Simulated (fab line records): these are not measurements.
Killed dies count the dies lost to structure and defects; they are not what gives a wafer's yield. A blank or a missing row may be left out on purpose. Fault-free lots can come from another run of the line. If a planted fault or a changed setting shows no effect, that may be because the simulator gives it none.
A lot that was struck, set against a sound lot -- flow n5-finfet -- 37 steps out of a route of 1938
Sound: these wafers, L296.2, L296.3, L296.6. The struck wafers were L308.1, L308.3, L308.5. The cause comes at the end.
Per side, at each step with rows, come the tool, then ch with its chambers, and then its first start. Under that, the readings that differ: sound wafers -- struck wafers -- difference of the means -- sigmas: that difference in standard deviations of wafers without a fault.
alike: readings with means less than 2 such deviations apart, plus words and numbers identical on both sides. not compared: withheld readings, readings lacking a value on some wafer, bounds such as >300 that could conceal the same value, and numbers that have no deviation in the record and whose values overlap.
The two part at a step that has a row with sigmas, a row that says differs or no value, or rows on one side only. Numbers that don't overlap but have no deviation are shown without sigmas and don't part them. A reading that every wafer of one side lacks parts them only if that side has two wafers or more.

first, 9 steps without rows for these wafers: N5_BEOL_M4_ANNEAL_95 (time 240 s); N5_BEOL_M4_SPUTTER_96 (material Cu, target thk 4.5 nm, time 8.29 s); N5_BEOL_M4_ECD_50 (material Cu, target thk 300 nm); N5_BEOL_M4_ANNEAL_51 (time 90 s); N5_BEOL_M4_CMP_52 (polishes, stops on SiOC, t overpolish 6.8 s, target thk 40 nm); N5_BEOL_M4_PRE_CLEAN_60 (time 15 s); N5_BEOL_M4_CO_CAP_55 (material Co, precursor CCTBA/H2, target thk 2 nm, time 102.1 s); N5_BEOL_M4_PRE_CLEAN_56 (time 15 s); N5_BEOL_M4_DEP_57 (deposits SiCN from 3MS/NH3, target thk 8 nm, time 14 s).
N5_BEOL_M4_RC_MEAS_101:
  sound on prober-01 ch 0, day 8 05:04; struck on prober-01 ch 0, day 11 10:19
  alike: DIBL_N, DIBL_P, IOFF_N, IOFF_P, ION_N, ION_P, SS_N, SS_P, VT_N, VT_P
then, 24 steps without rows for these wafers: N5_BEOL_M5_ILD_DEP_00 (deposits SiCOH lowk from DEMS/porogen, target thk 140.64 nm, time 25.9 s); N5_BEOL_M5_CURE_79 (cures SiCOH lowk, time 240 s); N5_BEOL_M5_PECVD_70 (deposits SiO2 from TEOS/O2, target thk 16 nm, time 18 s); N5_BEOL_M5_HM_DEP_02 (deposits TiN, target thk 20 nm); N5_BEOL_M5_COAT_59 (time 60 s, resist thk 60 nm); N5_BEOL_M5_COAT_60 (time 60 s, resist thk 12 nm); N5_BEOL_M5_COAT_71 (time 60 s, resist thk 5 nm); N5_BEOL_M5_COAT_05 (resist thk 30 nm); N5_BEOL_M5_EBR_07; N5_BEOL_M5_SOFTBAKE_06 (time 60 s); N5_BEOL_M5_EXPOSE_08 (exposes mask M5, target cd 28 nm); N5_BEOL_M5_PEB_09 (peb time 60 s); N5_BEOL_M5_DEVELOP_10 (develop time 30 s); N5_BEOL_M5_DESCUM_16 (chemistry O2, time 7 s); N5_BEOL_M5_ETCH_72 (etches underlayer in N2/H2, target depth 6.5 nm, time 5.2 s); N5_BEOL_M5_ETCH_61 (etches SiARC in CF4, target depth 15.6 nm, time 26 s); N5_BEOL_M5_ETCH_62 (etches SOC in N2/H2, target depth 75 nm, overetch 15 nm, time 112.5 s); N5_BEOL_M5_STRIP_63 (strips in N2/H2); N5_BEOL_M5_STRIP_73 (strips in N2/H2); N5_BEOL_M5_STRIP_64 (strips in CF4); N5_BEOL_M5_HM_OPEN_17 (chemistry Cl2/BCl3, target TiN, target depth 20 nm, overetch 6 nm); N5_BEOL_M5_STRIP_19 (strips in O2); N5_BEOL_M5_COAT_65 (time 60 s, resist thk 60 nm); N5_BEOL_M5_COAT_66 (time 60 s, resist thk 12 nm).
-- the record jumps here: 3 days lie between the struck wafers' starts before and after (it left off in module BEOL_M5 and takes up again in module BEOL_M13, whose first step shown is number 1706 of the route) --
N5_BEOL_M13_SPUTTER_44: material Ta, target thk 10 nm, time 16.13 s.
  sound on pvd-sputter-02, day 11 07:03; struck on pvd-sputter-02, day 14 12:05
  no value came back on the struck wafers for bias-v (V), cathode-dc-power-W (W), substrate-temp-c (C), throttle-valve-pct (%); on the sound wafers bias-v (V) reads 78.5 82.2 79.5
N5_BEOL_M13_CMP_49: polishes, stops on SiOC, t overpolish 17.1 s, target thk 420 nm.
  sound on cmp-04 ch 1,2, day 11 07:52; struck on cmp-01 ch 1,2,3, day 14 12:47
reading,sound,struck,difference,sigmas
barrier-field-endpoint-s (s),30.7 30.5 30.3,17.2 18.2 17.7,-12.8,-15
model.Cu_of_BEOL_M13_ECD_47.thk-nm (nm),416.8 414.8 419.8,429.2 434.6 437.6,+16.7,
  alike: head-pressure-psi, motor-current-A, slurry-flow-ml-min
N5_PASSIVATION_PROBE_49:
  sound on prober-01, day 12 08:11; struck on prober-01, day 16 06:21
reading,sound,struck,difference,sigmas
defect-limited-yield (%),92.8 90.9 92.7,80.2 80.1 81.2,-11.6,-8
killed_at_M4_up,8 19 8,131 126 142,+121,+23
killed-dies,85 107 86,234 235 222,+138,+8
killed-on-rim,7 15 13,48 58 59,+43,+10
sort_bin_5_function (%),4.5 6.2 4.8,16.0 15.8 15.5,+10.6,+11
sort-n-pass,1095 1073 1094,946 945 958,-138,-8
sort-yield-pct (%),92.8 90.9 92.7,80.2 80.1 81.2,-11.6,-8
  alike: killed_at_M0_to_M3, killed-at-contacts, killed-at-front-end, killed-at-other, killed-open, killed-short, sort_bin_6_memory

## WHERE THEY PART
At N5_BEOL_M13_SPUTTER_44 first; at N5_PASSIVATION_PROBE_49 last (within this record only).

WHY: what had been put in by the simulator
Entire step skipped (pvd-sputter-02, N5_BEOL_M13_SPUTTER_44), from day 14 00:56 onward. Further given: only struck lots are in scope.
